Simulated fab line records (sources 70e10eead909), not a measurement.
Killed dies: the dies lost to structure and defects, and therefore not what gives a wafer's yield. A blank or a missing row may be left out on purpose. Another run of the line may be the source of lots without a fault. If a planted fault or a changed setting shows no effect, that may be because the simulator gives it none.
Which of the tools did it?	flow nandHarc	38 wafers from 13 lots sampled at 5 of the route's 1302 steps

## WHAT THE GAUGES SHOWED, per wafer
NHARC_END_SORT_01. Usual: killedAtArray 59, standard deviation 21; killedAtOther 1.0, standard deviation 1.1; killedAtPeriphery 4.0, standard deviation 2.6; killedDies 64, standard deviation 21; killedOpen 3.2, standard deviation 1.7; killedShort 2.5, standard deviation 1.5.
lot	measured	on	killedAtArray	killedAtOther	killedAtPeriphery	killedDies	killedOpen	killedShort	flag
L547	day 29 01:24	prober-01	33 616 38	1 1 0	3 3 2	37 620 40	4 4 4	3 1 2	OFF
L549	day 29 22:45	prober-01	79 99 621	0 2 2	9 7 3	88 108 626	1 1 2	4 2 2	OFF
L550	day 30 16:52	prober-01	58 613	1 2	1 3	60 618	5 6	2 1	OFF

## EACH LOT AND THE TOOL THAT RAN IT (in order: tool; ch and the chambers of the sampled wafers; start)
lot	NHARC_A_STAIRCASE_ETCHBACK_416	NHARC_A_STAIRCASE_DEP_325	NHARC_A_STAIRCASE_ETCHBACK_157	NHARC_A_STAIRCASE_CMP_472
L537	rieDiel-09 ch 1,2, day 19 00:34 or earlier	pecvd-03 ch 0,1, day 19 00:34	rieDiel-02 ch 1,2,3, day 19 14:55	cmp-01 ch 0,3, day 19 15:34
L538	rieDiel-09 ch 0,3, day 19 00:27 or earlier	pecvd-04 ch 0,2, day 19 00:27	rieDiel-09 ch 2,3, day 19 17:29	cmp-04 ch 0,2,3, day 19 18:07
L542	rieDiel-02 ch 0,1, day 20 21:19 or earlier	pecvd-03 ch 0,1, day 20 21:19	rieDiel-02 ch 0,1, day 21 13:44	cmp-01 ch 0,1, day 21 14:18
L543	rieDiel-02 ch 1,2,3, day 21 13:23 or earlier	pecvd-04 ch 0,1,2, day 21 13:23	rieDiel-02 ch 1,2, day 22 03:54	cmp-01 ch 1,2, day 22 04:26
L544	rieDiel-02 ch 1,2, day 22 07:40 or earlier	pecvd-04 ch 0,1, day 22 07:40	rieDiel-12 ch 0,1, day 22 22:36	cmp-04 ch 1,3, day 22 23:15
L546	rieDiel-09 ch 0,1,2, day 22 18:05 or earlier	pecvd-04 ch 0,1, day 22 18:05	rieDiel-02 ch 0,3, day 23 09:06	cmp-04 ch 0,1,3, day 23 09:45
L547	rieDiel-12 ch 0,2,3, day 23 01:40 or earlier	pecvd-02 ch 0,1, day 23 01:40	rieDiel-12 ch 0,3, day 23 17:28	cmp-01 ch 0,1,2, day 23 18:04
L549	rieDiel-02 ch 1,2,3, day 23 22:05 or earlier	pecvd-02 ch 0,1,2, day 23 22:05	rieDiel-12 ch 0,2,3, day 24 13:28	cmp-04 ch 0,1,3, day 24 14:04
L550	rieDiel-09 ch 1,2, day 24 14:53 or earlier	pecvd-04 ch 0, day 24 14:53	rieDiel-12 ch 1,2, day 25 05:10	cmp-02 ch 0,3, day 25 05:43
L557	rieDiel-12 ch 0,2,3, day 27 06:01 or earlier	pecvd-02 ch 0,1,2, day 27 06:01	rieDiel-02 ch 0,1,3, day 27 20:01	cmp-02 ch 1,2,3, day 27 20:37
L556	rieDiel-12 ch 0,2,3, day 27 06:01 or earlier	pecvd-03 ch 0,1, day 27 06:01	rieDiel-12 ch 1,3, day 27 19:49	cmp-01 ch 2,3, day 27 20:25
L558	rieDiel-12 ch 0,1,3, day 27 19:36 or earlier	pecvd-02 ch 0,1,2, day 27 19:36	rieDiel-12 ch 0,2,3, day 28 09:50	cmp-04 ch 1,2,3, day 28 10:25
L559	rieDiel-09 ch 0,3, day 27 19:36 or earlier	pecvd-03 ch 0,1, day 27 19:36	rieDiel-09 ch 0,1, day 28 10:07	cmp-02 ch 0,1,3, day 28 10:45
- NHARC_A_STAIRCASE_ETCHBACK_416: etches the open film in C4F8/O2/Ar, target depth 36 nm, time 7.2 s.
- NHARC_A_STAIRCASE_DEP_325: deposits SiO2, target thk 7200 nm.
- NHARC_A_STAIRCASE_ETCHBACK_157: etches the open film in CH3F/O2, target depth 90 nm, time 167.14 s.
- NHARC_A_STAIRCASE_CMP_472: polishes SiO2.

## AS READ BY THE TOOLS THEMSELVES (means over the sampled wafers that have a number; for cases with no such wafer, the mark the record gives instead)
NHARC_A_STAIRCASE_ETCHBACK_416. Usual: biasW 799.9 W, standard deviation 2.4; oesProductAu 0.928 a.u., standard deviation 0.018; rfVppV 722 V, standard deviation 4.1.
lot	tool	biasW (W)	oesProductAu (a.u.)	rfVppV (V)	flag
L537	rieDiel-09	799.6	0.924	727	
L538	rieDiel-09	801.6	0.920	725	
L542	rieDiel-02	800.7	0.918	716	
L543	rieDiel-02	801.1	0.916	718	
L544	rieDiel-02	801.5	0.911	718	
L546	rieDiel-09	799.1	0.924	726	
L547	rieDiel-12	798.6	0.929	719	
L549	rieDiel-02	798.6	0.920	719	
L550	rieDiel-09	800.2	0.932	726	
L557	rieDiel-12	798.6	0.931	718	
L556	rieDiel-12	799.6	0.927	719	
L558	rieDiel-12	801.7	0.936	719	
L559	rieDiel-09	799.5	0.934	724	

NHARC_A_STAIRCASE_DEP_325. Usual: 613 W for heaterPowerW, sd 100.
lot	tool	heaterPowerW (W)	flag
L537	pecvd-03	634	
L538	pecvd-04	578	
L542	pecvd-03	594	
L543	pecvd-04	547	
L544	pecvd-04	663	
L546	pecvd-04	681	
L547	pecvd-02	561	
L549	pecvd-02	678	
L550	pecvd-04	710	
L557	pecvd-02	627	
L556	pecvd-03	591	
L558	pecvd-02	641	
L559	pecvd-03	589	

NHARC_A_STAIRCASE_ETCHBACK_157. Usual: biasW 100.0 W, standard deviation 0.31; drypumpMotorCurrentA 5.8 A, standard deviation 0.56; oesProductAu 0.97 a.u., standard deviation 0.034; rfVppV 243.5 V, standard deviation 1.6; showerheadPlenumPTorr 2.40 Torr, standard deviation 0.096; throttleValvePct 20.662 %, standard deviation 0.0085.
lot	tool	biasW (W)	drypumpMotorCurrentA (A)	oesProductAu (a.u.)	rfVppV (V)	showerheadPlenumPTorr (Torr)	throttleValvePct (%)	flag
L537	rieDiel-02	99.7	5.6	0.99	242.7	2.35	20.663	
L538	rieDiel-09	99.7	6.2	0.92	245.3	2.53	20.669	
L542	rieDiel-02	99.7	5.9	0.99	242.2	2.30	20.665	
L543	rieDiel-02	100.3	5.2	0.95	242.3	2.36	20.663	
L544	rieDiel-12	99.8	6.3	0.99	242.8	2.35	20.657	
L546	rieDiel-02	100.0	5.7	0.93	241.9	2.29	20.652	
L547	rieDiel-12	100.3	6.3	0.88	243.7	2.33	20.663	
L549	rieDiel-12	100.1	6.0	0.91	242.4	2.36	20.670	
L550	rieDiel-12	100.0	6.0	0.88	243.7	2.38	20.655	
L557	rieDiel-02	99.8	5.9	1.00	243.9	2.42	20.659	
L556	rieDiel-12	100.2	5.9	1.00	242.8	2.38	20.660	
L558	rieDiel-12	99.8	5.9	1.01	244.4	2.47	20.657	
L559	rieDiel-09	100.2	5.5	0.91	244.1	2.46	20.659	

NHARC_A_STAIRCASE_CMP_472. Usual: motorCurrentA 11.8 A, standard deviation 1.1; retainingRingPressureFrac 1.001, standard deviation 0.0046.
lot	tool	motorCurrentA (A)	retainingRingPressureFrac	flag
L537	cmp-01	11.6	1.000	
L538	cmp-04	12.0	1.001	
L542	cmp-01	12.7	0.998	
L543	cmp-01	13.1	1.000	
L544	cmp-04	11.6	1.000	
L546	cmp-04	11.9	1.003	
L547	cmp-01	12.5	0.996	
L549	cmp-04	11.4	1.005	
L550	cmp-02	10.3	0.997	
L557	cmp-02	11.7	1.003	
L556	cmp-01	12.1	1.000	
L558	cmp-04	11.7	1.002	
L559	cmp-02	11.1	0.997	

## THE ANSWER, worked out from the rows above alone
Rule: a lot is off if the mean of its wafers that have a number lies more than 3 standard deviations from the usual mean. Also off: a lot with no number at a reading for which 4 or more lots have one. Any other lot the step has rows for is counted as sound. First the gauges in route order, then the tools' own readings, where a lot's mean is used as printed above. At the first step where some lot is off, the reading lying furthest off is the one used; lots without a number count as furthest.
Off: L547, L549, L550 (NHARC_END_SORT_01, killedAtArray). Neither off nor sound, because the step has no rows for them: L537, L538, L542, L543, L544, L546, L557, L556, L558, L559.
A tool fits if, at a process step before that reading, it ran every lot that is off, and no sound lot after the first of them. The gauges at NHARC_END_SORT_01 are tried like those tools. Because NHARC_A_STAIRCASE_ETCHBACK_416 lacks a start for some lots, the hours and order of its lots are taken from NHARC_A_STAIRCASE_DEP_325. This does not decide it: 2 tools fit, namely rieDiel-12 at NHARC_A_STAIRCASE_ETCHBACK_157 and prober-01 at NHARC_END_SORT_01.

## WHAT THE SIMULATOR PUT IN
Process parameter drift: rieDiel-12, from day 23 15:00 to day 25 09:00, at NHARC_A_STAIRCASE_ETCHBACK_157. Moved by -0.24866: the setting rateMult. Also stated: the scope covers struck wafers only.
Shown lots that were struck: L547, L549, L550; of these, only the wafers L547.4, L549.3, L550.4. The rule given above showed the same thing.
